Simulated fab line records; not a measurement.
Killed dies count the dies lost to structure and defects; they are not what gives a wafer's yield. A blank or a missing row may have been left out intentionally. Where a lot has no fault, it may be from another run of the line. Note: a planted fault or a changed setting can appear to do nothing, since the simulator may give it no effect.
Matching of chambers    flow n5-finfet    N5_BEOL_M2_ETCH_74 on rie-diel-04: 4 sister chambers
The step etches underlayer in N2/H2, target depth 6.5 nm, time 5.2 s. 4 wafers are shown with their chamber, then 10 later ones without.

== EACH WAFER AND ITS CHAMBER ==
wafer   chamber  showerhead-plenum-p-Torr (Torr)
L080.4  2        2.52
L085.5  0        2.62
L085.6  1        2.61
L092.4  3        2.44

== WAFERS MISSING THEIR CHAMBER ==
wafer   showerhead-plenum-p-Torr (Torr)
L092.6  2.51
L094.1  2.61
L094.2  2.61
L094.6  2.51
L095.3  2.61
L095.5  2.44
L095.6  2.61
L096.1  2.61
L096.4  2.61
L096.6  2.61

== THE CHAMBER EACH PASSED THROUGH ==
wafer    from the rows above   in truth
L092.6   2                     2
L094.1   1                     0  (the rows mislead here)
L094.2   1                     1
L094.6   2                     2
L095.3   1                     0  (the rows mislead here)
L095.5   3                     3
L095.6   1                     1
L096.1   1                     1
L096.4   1                     1
L096.6   1                     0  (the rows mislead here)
7 of 10 placed correctly. Left unplaced by these rows: 0. 3 placed wrongly.
How it was worked out, from the rows above alone: a wafer's distance from a chamber is the root of the sum, over the readings, of the square of ((its reading less the chamber's mean) divided by the reading's scatter). If the next closest chamber is less than 2 further off than the closest, the wafer can't be placed; otherwise it belongs to the closest. A chamber's mean is the mean of its shown wafers. The scatter: root of mean squared gap, hidden wafer to nearest shown wafer, with one shown wafer a chamber.
